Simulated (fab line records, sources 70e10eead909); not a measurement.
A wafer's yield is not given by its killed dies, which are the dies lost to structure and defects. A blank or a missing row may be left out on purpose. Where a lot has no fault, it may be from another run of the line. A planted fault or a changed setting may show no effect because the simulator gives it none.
fab line records ; flow nand_harc ; part 2 of 2: steps 23 to 32 of 32
record lots=5; wafers=15; last_day=23
route steps=1159 shown A_SIN_REMOVE@805 A_WL_FILL@809 A_CONTACT@840
lots untouched by any fault: they come from a run of this same line in which no faults occurred
start_h: hours from the record's first day to the start of the lot's first wafer shown ; wait_h: hours elapsed since this lot's preceding step ; " repeats the value in the row above ; L1.1+2: a single row standing in for several wafers ; - no value, or no start given ; * or withheld: withheld ; < > ~ a bound
route shown NAME@n: a module of which the file shows steps, and the number in the route of the first ; usual: mean/standard deviation of fault-free wafers ; same: alike in all rows ; chamber/n: place in a boat ; sites: the reading at each site ; _std_site: their standard deviation ; _edge_site: the outer-site mean with the inner-site mean subtracted ; radius_mm: how far each site lies from the wafer's centre ; mask NAME#n: copy n ; behind: tool/chamber where the wafer was last shaped ; hold: reason for holding the lot/hours on hold/outcome of the hold ; device: transistor that didn't switch, given as n, p or np ; end of line: the tests these same wafers got at the end of their route ; a step with no rows: only its recipe ; killed: dies lost to structure and defects at the first sort, not the wafer's yield ; map: a wafer's dies, marking killed ones x, the rest . and places with no die _
set.NAME: the run value of the setting; set.NAME@STEP: its run value at that earlier step ; model.NAME: the simulator's own value behind a step, which no gauge read
lots seen at some steps along the route; tables by step, rows by wafer
services: a tool's chamber out of use, with start hour (start_h, from the record's first day; less than 0 if before it), hours out, and reason
## steps
# step NHARC_A_WL_FILL_PRECLEAN_30
# recipe time_s=10; chemistry=dHF
# same time_s=10
lot.wafer;tool;chamber;start_h;wait_h
L076.5+3+1;wet_bench-03;1,4,5;364.03;0.1
L079.4+3+6;wet_bench-04;3,4,6;376.39;0.1
L088.1+3+6;wet_bench-03;4,5,7;430.01;0.1
L089.2+6+5;wet_bench-03;5,0,1;444.22;0.1
L095.3+5+6;wet_bench-04;5,7,0;479.46;0.1
# step NHARC_A_WL_FILL_SRD_14
lot.wafer;tool;chamber;start_h;wait_h
L076.5+3+1;wet_bench-03;1,4,5;364.06;0.0
L079.4+3+6;wet_bench-04;3,4,6;376.41;0.0
L088.1+3+6;wet_bench-03;4,5,7;430.03;0.0
L089.2+6+5;wet_bench-03;5,0,1;444.24;0.0
L095.3+5+6;wet_bench-04;5,7,0;479.49;0.0
# step NHARC_A_WL_FILL_ALD_19
# recipe target_thk_a=20; pulse_time_s=3; ald_cycles=100; temp_c=450; material=TiN
# usual heater_power_w=1045/130; precursor_pulse_height_rel=0.999/0.019
lot.wafer;tool;chamber;start_h;wait_h;heater_power_w;precursor_pulse_height_rel
L076.1;ald_metal-04;1;364.25;0.2;1184;1.012
L076.3;ald_metal-04;3;364.25;0.2;1200;0.996
L076.5;ald_metal-04;2;364.25;0.2;1121;1.012
L079.3;ald_metal-02;3;376.51;0.1;799;1.010
L079.4;ald_metal-02;0;376.51;0.1;945;1.030
L079.6;ald_metal-02;3;376.51;0.1;807;1.043
L088.1;ald_metal-04;3;430.14;0.1;1279;0.990
L088.3;ald_metal-04;2;430.14;0.1;1133;1.026
L088.6;ald_metal-04;3;430.14;0.1;1286;0.979
L089.2;ald_metal-04;1;444.34;0.1;1207;0.987
L089.5;ald_metal-04;1;444.34;0.1;1211;0.994
L089.6;ald_metal-04;2;444.34;0.1;1148;1.003
L095.3;ald_metal-01;3;479.60;0.1;883;0.985
L095.6;ald_metal-01;3;479.60;0.1;854;0.987
L095.5;ald_metal-01;0;479.60;0.1;1019;0.959
# step NHARC_A_WL_FILL_CVD_20
# recipe target_thk_a=750; temp_c=300; pressure_torr=40; wf6_flow_sccm=40; h2_flow_sccm=1600; ar_flow_sccm=1560; time_s=5064; material=W
# usual heater_power_w=489/16; throttle_valve_pct=7.90/0.22
# same time_s=5064
lot.wafer;tool;chamber;start_h;wait_h;heater_power_w;throttle_valve_pct
L076.1;cvd_w-02;1;-;-;514;8.18
L076.3;cvd_w-02;1;-;-;514;8.04
L076.5;cvd_w-02;0;-;-;480;8.03
L079.4;cvd_w-01;1;-;-;494;7.92
L079.3;cvd_w-01;0;-;-;506;8.16
L079.6;cvd_w-01;0;-;-;500;8.03
L088.1;cvd_w-01;1;-;-;477;7.66
L088.3;cvd_w-01;1;-;-;487;7.84
L088.6;cvd_w-01;1;-;-;499;7.93
L089.2;cvd_w-02;0;-;-;464;7.57
L089.6;cvd_w-02;0;-;-;476;7.68
L089.5;cvd_w-02;1;-;-;492;8.10
L095.3;cvd_w-02;0;-;-;469;7.93
L095.5;cvd_w-02;1;-;-;497;7.97
L095.6;cvd_w-02;0;-;-;465;7.65
# step NHARC_A_WL_FILL_CMP_12
# recipe t_overpolish_s=30; target_thk_nm=75
# usual edge_zone_pressure_frac=1.000/0.005; motor_current_A=12.2/1.4; overpolish_run_s=29.999/0.0096; time_to_endpoint_s=14.9/2.4
lot.wafer;tool;chamber;start_h;wait_h;edge_zone_pressure_frac;motor_current_A;overpolish_run_s;time_to_endpoint_s
L076.3;cmp-01;3;373.63;2.2;0.989;12.4;29.989;9.9
L076.1;cmp-01;0;373.63;2.2;0.993;13.5;29.989;16.4
L076.5;cmp-01;1;373.63;2.2;0.997;12.0;29.995;13.8
L079.3;cmp-01;2;381.81;2.2;0.992;10.6;29.998;20.3
L079.4;cmp-01;0;381.81;2.2;1.006;13.6;29.995;18.9
L079.6;cmp-01;2;381.81;2.2;0.988;10.9;30.015;18.8
L088.1;cmp-02;3;435.43;4.4;0.993;12.2;29.998;16.9
L088.3;cmp-02;2;435.43;4.4;0.999;13.3;30.013;17.5
L088.6;cmp-02;0;435.43;4.4;0.993;10.0;30.003;13.7
L089.2;cmp-01;3;452.40;4.4;1.003;11.7;30.004;15.4
L089.6;cmp-01;2;452.40;4.4;1.002;10.6;30.007;19.4
L089.5;cmp-01;3;452.40;4.4;1.006;11.6;29.996;16.0
L095.3;cmp-02;3;487.35;2.2;1.001;11.5;30.005;18.4
L095.5;cmp-02;2;487.35;2.2;1.002;14.5;29.982;16.1
L095.6;cmp-02;3;487.35;2.2;1.008;11.4;29.997;19.0
# step NHARC_A_WL_FILL_SRD_31
lot.wafer;tool;chamber;start_h;wait_h
L076.1+5+3;wet_bench-07;2,4,7;373.91;0.0
L079.6+3+4;wet_bench-07;2,5,6;382.15;0.0
L088.6+3+1;wet_bench-04;7,2,4;435.76;0.0
L089.6+2+5;wet_bench-03;7,0,1;452.70;0.0
L095.6+3+5;wet_bench-07;5,6,1;487.65;0.0
# step NHARC_A_WL_FILL_INSPECT_15
# usual raw_defect_count=343/93
lot.wafer;tool;chamber;start_h;wait_h;raw_defect_count
L076.1;defect_inspect-02;-;374.08;0.0;397
L076.3;defect_inspect-02;-;374.08;0.0;323
L076.5;defect_inspect-02;-;374.08;0.0;411
L079.3;defect_inspect-01;-;382.29;0.0;437
L079.4;defect_inspect-01;-;382.29;0.0;371
L079.6;defect_inspect-01;-;382.29;0.0;376
L088.1;defect_inspect-02;-;435.92;0.0;372
L088.3;defect_inspect-02;-;435.92;0.0;361
L088.6;defect_inspect-02;-;435.92;0.0;426
L089.2;defect_inspect-01;-;452.87;0.0;435
L089.5;defect_inspect-01;-;452.87;0.0;284
L089.6;defect_inspect-01;-;452.87;0.0;615
L095.3;defect_inspect-01;-;487.82;0.0;309
L095.5;defect_inspect-01;-;487.82;0.0;375
L095.6;defect_inspect-01;-;487.82;0.0;327
# step NHARC_A_CONTACT_DEP_24
# recipe target_thk_a=5000; temp_c=400; pressure_torr=6.5; rf_w=900; teos_flow_sccm=161.4; flow_sccm=2650; target_thk_nm=500; gas=O2; material=SiO2
# usual heater_power_w=514/120; mfc_precursor_sccm=161.4/0.53; showerhead_vpp_V=1869/86; throttle_valve_pct=16.3/0.53
lot.wafer;tool;chamber;start_h;wait_h;heater_power_w;mfc_precursor_sccm;showerhead_vpp_V;throttle_valve_pct
L076.1;pecvd-04;2;374.14;0.1;596;162.4;1932;16.4
L076.3;pecvd-04;0;374.14;0.1;554;161.5;1851;16.0
L076.5;pecvd-04;2;374.14;0.1;618;161.3;1941;16.2
L079.3;pecvd-03;2;382.43;0.1;339;161.7;1945;16.6
L079.6;pecvd-03;0;382.43;0.1;357;162.1;1867;15.8
L079.4;pecvd-03;1;382.43;0.1;438;161.4;1675;17.2
L088.1;pecvd-02;1;435.99;0.1;470;161.5;1823;15.6
L088.3;pecvd-02;0;435.99;0.1;509;161.9;1965;17.2
L088.6;pecvd-02;1;435.99;0.1;500;161.5;1879;15.4
L089.2;pecvd-03;0;453.08;0.2;426;161.3;1883;16.1
L089.5;pecvd-03;2;453.08;0.2;340;161.7;2001;16.7
L089.6;pecvd-03;1;453.08;0.2;540;162.3;1704;17.3
L095.3;pecvd-04;0;487.95;0.1;691;161.2;1805;16.3
L095.5;pecvd-04;2;487.95;0.1;639;160.9;1975;15.6
L095.6;pecvd-04;0;487.95;0.1;745;160.8;1854;16.2
# step NHARC_A_CONTACT_DEP_28
# recipe target_thk_a=36000; temp_c=400; material=aC
# usual throttle_valve_pct=34.999/0.009
lot.wafer;tool;chamber;start_h;wait_h;throttle_valve_pct
L076.1;acl_dep-01;0;374.75;0.1;34.994
L076.3;acl_dep-01;0;374.75;0.1;35.003
L076.5;acl_dep-01;0;374.75;0.1;34.984
L079.3;acl_dep-01;0;383.77;0.8;35.005
L079.4;acl_dep-01;0;383.77;0.8;35.003
L079.6;acl_dep-01;0;383.77;0.8;34.996
L088.1;acl_dep-02;0;436.66;0.1;35.002
L088.3;acl_dep-02;0;436.66;0.1;34.982
L088.6;acl_dep-02;0;438.48;1.9;35.013
L089.2;acl_dep-02;0;454.82;1.2;35.000
L089.5;acl_dep-02;0;455.93;2.4;34.987
L089.6;acl_dep-02;0;455.93;2.4;34.985
L095.3;acl_dep-01;0;491.19;2.7;35.006
L095.5;acl_dep-01;0;491.19;2.7;35.000
L095.6;acl_dep-01;0;491.19;2.7;34.994
# step NHARC_A_CONTACT_DEP_29
# recipe target_thk_a=700; target_thk_nm=70; temp_c=400; pressure_torr=3.5; flow_sccm=200; rf_w=350; material=SiON
# usual heater_power_w=685/95; showerhead_vpp_V=1170/53
lot.wafer;tool;chamber;start_h;wait_h;heater_power_w;showerhead_vpp_V
L076.1;pecvd-02;2;377.07;1.9;554;1130
L076.3;pecvd-02;0;377.07;1.9;635;1233
L076.5;pecvd-02;0;377.07;1.9;607;1257
L079.3;pecvd-03;0;385.75;1.6;652;1167
L079.4;pecvd-03;0;385.75;1.6;674;1173
L079.6;pecvd-03;2;385.75;1.6;580;1203
L088.3;pecvd-02;0;438.92;1.2;718;1271
L088.1;pecvd-02;1;438.92;1.2;665;1174
L088.6;pecvd-02;0;438.92;1.2;690;1216
L089.2;pecvd-02;1;456.69;1.5;727;1135
L089.6;pecvd-02;2;456.69;1.5;546;1152
L089.5;pecvd-02;0;456.69;1.5;695;1215
L095.3;pecvd-04;1;492.74;1.2;840;1141
L095.5;pecvd-04;2;492.74;1.2;865;1248
L095.6;pecvd-04;1;492.74;1.2;841;1154
## services
tool;chamber;start_h;hours;kind
rie_metal-02;0;315.21;4.6;repair
ald_hk-03;-;322.00;10.0;pm
wet_bench-03;-;322.40;8.0;pm
rie_metal-01;-;332.00;9.0;pm
pecvd-02;-;334.19;13.0;pm
wet_bench-04;-;339.20;8.0;pm
rie_metal-03;-;341.81;3.8;repair
ald_metal-02;-;364.00;10.0;pm
rie_diel-11;-;366.50;9.0;pm
cvd_w-02;-;379.10;13.0;pm
rie_diel-08;1;379.13;4.3;repair
pecvd-02;-;380.66;0.7;repair
rie_metal-02;-;382.88;0.7;repair
rie_metal-02;-;388.00;9.0;pm
rie_metal-03;1;399.65;4.1;repair
rie_diel-11;1;406.67;7.5;repair
rie_diel-08;1;411.36;9.2;repair
wet_bench-07;-;448.00;8.0;pm
rie_metal-03;-;453.19;9.0;pm
wet_bench-06;-;458.60;3.1;repair
ald_hk-03;-;473.77;21.4;repair
cvd_w-01;-;481.51;13.0;pm
wet_bench-06;-;481.60;8.0;pm
rie_metal-03;1;490.60;16.5;repair
